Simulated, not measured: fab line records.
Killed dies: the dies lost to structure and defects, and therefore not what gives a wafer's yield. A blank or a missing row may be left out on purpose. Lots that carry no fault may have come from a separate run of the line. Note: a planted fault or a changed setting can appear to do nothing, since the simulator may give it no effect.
Chamber matching | flow n5 finfet | ald metal-02 running N5_BEOL_M1_ALD_84: 4 sister chambers
The step deposits TaN, pulse time 2 s, purge time 3 s, co reactant purge time 2 s. 8 wafers are shown with their chamber, then 7 later ones without.

WAFERS, EACH WITH ITS CHAMBER
wafer  | chamber | heater power w (W) | chamber pressure Torr (Torr)
L080.4 | 1       | 420                | 2.999
L080.5 | 2       | 471                | 3.001
L085.2 | 1       | 424                | 2.992
L090.1 | 3       | 434                | 3.006
L090.2 | 0       | 471                | 3.006
L090.4 | 2       | 473                | 3.012
L088.1 | 3       | 433                | 2.988
L088.3 | 0       | 491                | 2.987

WAFERS MISSING THEIR CHAMBER
wafer  | heater power w (W) | chamber pressure Torr (Torr)
L088.5 | 422                | 3.004
L091.2 | 478                | 2.996
L091.4 | 444                | 3.011
L091.5 | 471                | 3.005
L097.2 | 470                | 2.988
L097.4 | 424                | 3.009
L097.6 | 455                | 3.005

CHAMBER TAKEN BY EACH
wafer  | from the rows above          | in truth
L088.5 | can't be placed: 1 or 3      | 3
L091.2 | can't be placed: 0 or 2      | 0
L091.4 | can't be placed: 3 or 1 or 2 | 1
L091.5 | can't be placed: 2 or 0      | 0
L097.2 | can't be placed: 0 or 2      | 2
L097.4 | can't be placed: 1 or 3      | 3
L097.6 | can't be placed: 2 or 3 or 0 | 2
Correctly placed: 0 of 7. Can't be placed from these rows: 7 (the true chamber is among the candidates in 7). Wrongly placed: 0.
How it was worked out, from the rows above alone: a wafer's distance from a chamber is the root of the sum, over the readings, of the square of ((its reading less the chamber's mean) divided by the reading's scatter). If the next closest chamber is less than 2 further off than the closest, the wafer can't be placed; otherwise it belongs to the closest. Each chamber's mean is taken over the wafers shown for it. The scatter is the square root of a quotient: the sum, over the shown wafers, of each reading's squared deviation from its chamber's mean, divided by wafers minus chambers.
